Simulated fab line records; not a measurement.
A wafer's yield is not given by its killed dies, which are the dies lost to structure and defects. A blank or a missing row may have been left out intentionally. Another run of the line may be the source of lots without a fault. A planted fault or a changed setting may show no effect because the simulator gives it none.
A lot that was struck, set against a sound lot :: flow n5 finfet :: 31 steps out of a route of 1938
Sound: the wafers L975.2, L975.4, L975.6. Wafers L988.2, L988.5, L988.6 were the ones struck. At the end, the cause is stated.
For every step that has rows: the tool of each side, followed by ch and its chambers, followed by its first start. Under that, the readings that differ: sound wafers :: struck wafers :: difference of the means :: sigmas: that difference in standard deviations of wafers without a fault.
alike: words and numbers the same on both sides, and readings whose means are apart by under 2 such deviations; not compared: readings that were withheld, readings missing a value for some wafer, numbers with overlapping values and no deviation given by the record, and bounds like >300 which may hide the same value.
A row with sigmas, a row that says differs or no value, or rows on one side alone: a step with any of these is where the two part. Numbers that have no deviation but don't overlap get no sigmas and don't part them. Lack of a reading on every wafer of one side parts them only where that side has two or more wafers.

first, 5 steps without rows for these wafers: N5_MIM_BOT_LITHO_SOFTBAKE_03 (time 90 s); N5_MIM_BOT_LITHO_EXPOSE_05 (exposes mask MIM BOT); N5_MIM_BOT_LITHO_PEB_06; N5_MIM_BOT_LITHO_DEVELOP_07 (develop time 60 s); N5_MIM_BOT_LITHO_HARDBAKE_09 (time 120 s).
N5_MIM_BOT_LITHO_CD_MEAS_08: target cd 3000 nm.
  sound on cd sem-01 ch 0, day 12 12:38; struck on cd sem-02 ch 0, day 15 08:50
reading: cd nm (nm)
sound: 3000.7 3001.7 3002.2
struck: 2997.0 2997.7 2996.2
difference: -4.6
sigmas: -3
N5_MIM_BOT_LITHO_OVL_MEAS_11:
  sound on overlay-01 ch 0, day 12 12:40; struck on overlay-02 ch 0, day 15 08:52
  alike: MIM_BOT_OVL
N5_MIM_BOT_LITHO_INSPECT_12: inspects for defects (macro).
  sound on defect inspect-01 at day 12 12:41; struck on defect inspect-02 at day 15 08:53
  alike: raw defect count
N5_MIM_BOT_LITHO_DESCUM_10: chemistry O2, time 7.9 s.
  sound on rie diel-02 ch 0,1,2, day 12 12:48; struck on rie diel-02 ch 0,1,3, day 15 09:13
  alike: drypump motor current A, oes product au, rf vpp V, showerhead plenum p Torr, throttle valve pct
  not compared: rf hours counter h
N5_MIM_BOT_ETCH_ETCH_04: etches SiNx in CF4/O2, target depth 26 nm, time 13 s.
  sound on rie diel-02 ch 0,1,2, day 12 12:52; struck on rie diel-02 ch 0,1,3, day 15 09:17
  alike: bias w, cf4 flow sccm, drypump motor current A, mfc ar sccm, oes_ar_750_au, oes product au, rf vpp V, showerhead plenum p Torr, throttle valve pct
  not compared: rf hours counter h
then, 1 step without rows for these wafers: N5_MIM_BOT_ETCH_ETCH_03 (etches the open film in Cl2/BCl3, target depth 12 nm).
N5_MIM_BOT_ETCH_ETCH_00: etches TiN in Cl2/BCl3, target depth 45.5 nm.
  sound on rie metal-01 ch 0, day 12 13:11; struck on rie metal-01 ch 0,1, day 15 09:28
  alike: bias w, drypump motor current A, mfc ar sccm, oes_ar_750_au, oes product au, throttle valve pct
  not compared: rf hours counter h
N5_MIM_BOT_ETCH_STRIP_01: strips in O2.
  sound on rie diel-02 ch 0,1, day 12 13:24; struck on rie diel-01 ch 0,1,2, day 15 09:38
  no value came back on the struck wafers for any of 8 readings (bias power w (W), chamber pressure mTorr (mTorr) and others); on the sound wafers bias power w (W) reads 0 0 0
  not compared: rf hours counter h, model.coat_of_MIM_BOT_LITHO_COAT_02.thk nm
then, 3 steps without rows for these wafers: N5_MIM_BOT_ETCH_STRIP_02 (strips in post etch residue remover, time 1200 s); N5_MIM_BOT_ETCH_CLEAN_05 (cleans in IPA, time 180 s); N5_MIM_BOT_ETCH_SRD_06 (time 30 s).
N5_PASSIVATION_PECVD_55: deposits SiO2 from SiH4/N2O, target thk 400 nm, time 22.5 s.
  sound on pecvd-03 ch 1,2, day 12 13:54; struck on pecvd-04 ch 1,2, day 15 10:08
  alike: heater power w, showerhead plenum p Torr, throttle valve pct
N5_PASSIVATION_PECVD_01: deposits SiNx from SiH4/NH3/N2, target thk 200 nm, time 43.2 s.
  sound on pecvd-03 ch 1,2, day 12 13:56; struck on pecvd-04 ch 1,2, day 15 10:10
  alike: heater power w, showerhead plenum p Torr, throttle valve pct
then, 8 steps without rows for these wafers: N5_PASSIVATION_HMDS_03 (time 60 s); N5_PASSIVATION_COAT_04; N5_PASSIVATION_EBR_06; N5_PASSIVATION_SOFTBAKE_05 (time 90 s); N5_PASSIVATION_EXPOSE_07 (exposes mask TV, defocus 0 nm, target cd 3000 nm); N5_PASSIVATION_PEB_08; N5_PASSIVATION_DEVELOP_09 (develop time 60 s); N5_PASSIVATION_HARDBAKE_11 (time 120 s).
N5_PASSIVATION_CD_MEAS_10: target cd 3000 nm.
  sound on cd sem-02 ch 0, day 12 16:19; struck on cd sem-03 ch 0, day 15 10:33
  alike: cd nm
N5_PASSIVATION_OVL_MEAS_60:
  sound on overlay-02 ch 0, day 12 16:21; struck on overlay-01 ch 0, day 15 10:35
reading: TV_OVL (nm)
sound: -2 5 5
struck: -4 -12 -6
difference: -10
sigmas: -2
N5_PASSIVATION_INSPECT_61: inspects for defects (macro).
  sound on defect inspect-02 at day 12 16:22; struck on defect inspect-02 at day 15 10:37
reading: raw defect count
sound: 2 2 1
struck: 51 57 57
difference: +53
sigmas: +41
then, 1 step without rows for these wafers: N5_PASSIVATION_DESCUM_12 (chemistry O2, time 7.9 s).
N5_PASSIVATION_PROBE_49:
  the record has rows for the struck wafers here (prober-01, day 15 17:07) and none for the sound ones

WHERE THEY PART
At N5_MIM_BOT_LITHO_CD_MEAS_08 first; at N5_PASSIVATION_PROBE_49 last (within this record only).

WHY: what the simulator had put in
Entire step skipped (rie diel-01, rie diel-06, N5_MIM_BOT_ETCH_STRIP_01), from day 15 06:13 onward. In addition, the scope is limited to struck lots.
